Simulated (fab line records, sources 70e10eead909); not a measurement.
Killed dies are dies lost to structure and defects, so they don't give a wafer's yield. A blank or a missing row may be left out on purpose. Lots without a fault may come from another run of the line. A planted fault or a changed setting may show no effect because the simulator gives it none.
A struck lot beside a sound one | flow nand_harc | 19 steps out of a route of 1159
Sound: wafers L784.1, L784.3, L784.4. Struck: wafer L792.3. (L792.5, L792.6 of the same lot were not struck and are left out.) The cause comes at the end.
At each step with rows: each side's tool, then ch and its chambers, then its first start. Under that, the readings that differ: sound wafers | struck wafers | difference of the means | sigmas: that difference in standard deviations of wafers without a fault.
alike: readings whose means differ by less than 2 such deviations, and words and numbers that are the same on both sides. not compared: withheld readings, readings that some wafer has no value for, bounds like >300 that may hide the same value, and numbers for which the record gives no deviation and whose values overlap.
The two part at a step that has a row with sigmas, a row that says differs or no value, or rows on one side only. Numbers that don't overlap but have no deviation are shown without sigmas and don't part them. A reading that every wafer of one side lacks parts them only if that side has two wafers or more.

first, 1 step without rows for these wafers: NHARC_A_CONTACT_SRD_22.
NHARC_A_CONTACT_INSPECT_23:
  sound on defect_inspect-01, day 17 15:49; struck on defect_inspect-01, day 20 01:43
  alike: raw_defect_count
then, 9 steps without rows for these wafers: NHARC_A_BLC_DEHYDRATE_00 (time 120 s); NHARC_A_BLC_HMDS_01 (time 30 s); NHARC_A_BLC_COAT_02 (time 75 s); NHARC_A_BLC_COAT_03 (time 65 s); NHARC_A_BLC_COAT_04 (resist thk 90 nm); NHARC_A_BLC_SOFTBAKE_05 (time 55 s); NHARC_A_BLC_EBR_06; NHARC_A_BLC_EXPOSE_07 (exposes mask A BLC, target cd 100 nm); NHARC_A_BLC_PEB_08 (peb time 65 s).
NHARC_A_BLC_DEVELOP_09: develop time 35 s.
  sound on litho_track-01 ch 0, day 17 16:00; struck on litho_track-01 ch 0, day 20 02:00
  alike: exhaust_pa
NHARC_A_BLC_CD_MEAS_10: target cd 100 nm.
  sound on cd_sem-01 ch 0, day 17 16:13; struck on cd_sem-01 ch 0, day 20 02:06
  alike: cd_nm
NHARC_A_BLC_OVL_MEAS_11:
  sound on overlay-02, day 17 16:17; struck on overlay-01, day 20 02:11
  alike: overlay_x_nm, overlay_y_nm
NHARC_A_BLC_INSPECT_12:
  sound on defect_inspect-02, day 17 16:20; struck on defect_inspect-02, day 20 02:13
  alike: raw_defect_count
NHARC_A_BLC_DESCUM_15: chemistry O2, time 3 s.
  sound on rie_diel-02 ch 0,1,2, day 17 16:23; struck on rie_diel-02 ch 3, day 20 02:29
  reading                | sound                | struck | difference | sigmas
  rf_hours_counter_h (h) | 6 6 7                | 13     | +7         |
  throttle_valve_pct (%) | 11.308 11.326 11.309 | 11.293 | -0.021     | -2
  model.A_BLC.cd_nm (nm) | 99.77 100.1 99.56    | 99.52  | -0.29      |
  alike: drypump_motor_current_A, oes_product_au, rf_vpp_V, showerhead_plenum_p_Torr
NHARC_A_BLC_ETCH_16: etches the open film in CF4, target depth 39 nm, time 65 s.
  sound on rie_diel-02 ch 0,1,3, day 17 16:29; struck on rie_diel-02 ch 0, day 20 02:33
  reading                | sound             | struck | difference | sigmas
  rf_hours_counter_h (h) | 6 6 6             | 12     | +6         |
  model.A_BLC.cd_nm (nm) | 99.74 100.3 99.61 | 99.32  | -0.56      |
  alike: drypump_motor_current_A, oes_product_au, rf_vpp_V, showerhead_plenum_p_Torr, throttle_valve_pct
NHARC_A_BLC_ETCH_17: etches the open film in N2/H2, target depth 390 nm, time 609.38 s.
  sound on rie_diel-02 ch 0,2,3; struck on rie_diel-02 ch 3
  reading                | sound | struck | difference | sigmas
  rf_hours_counter_h (h) | 7 6 7 | 13     | +6         |
  alike: drypump_motor_current_A, oes_product_au, rf_vpp_V, showerhead_plenum_p_Torr, throttle_valve_pct
-- the record jumps here: 2 days lie between the struck wafers' starts before and after (it left off in module A_BLC and takes up again in module END, whose first step shown is number 1159 of the route) --
NHARC_END_SORT_01:
  the record has rows for the struck wafers here (prober-01 ch 0, day 22 08:25) and none for the sound ones

WHERE THEY PART
First at NHARC_A_BLC_DESCUM_15; last, within this record, at NHARC_END_SORT_01.

WHY: what the simulator had put in
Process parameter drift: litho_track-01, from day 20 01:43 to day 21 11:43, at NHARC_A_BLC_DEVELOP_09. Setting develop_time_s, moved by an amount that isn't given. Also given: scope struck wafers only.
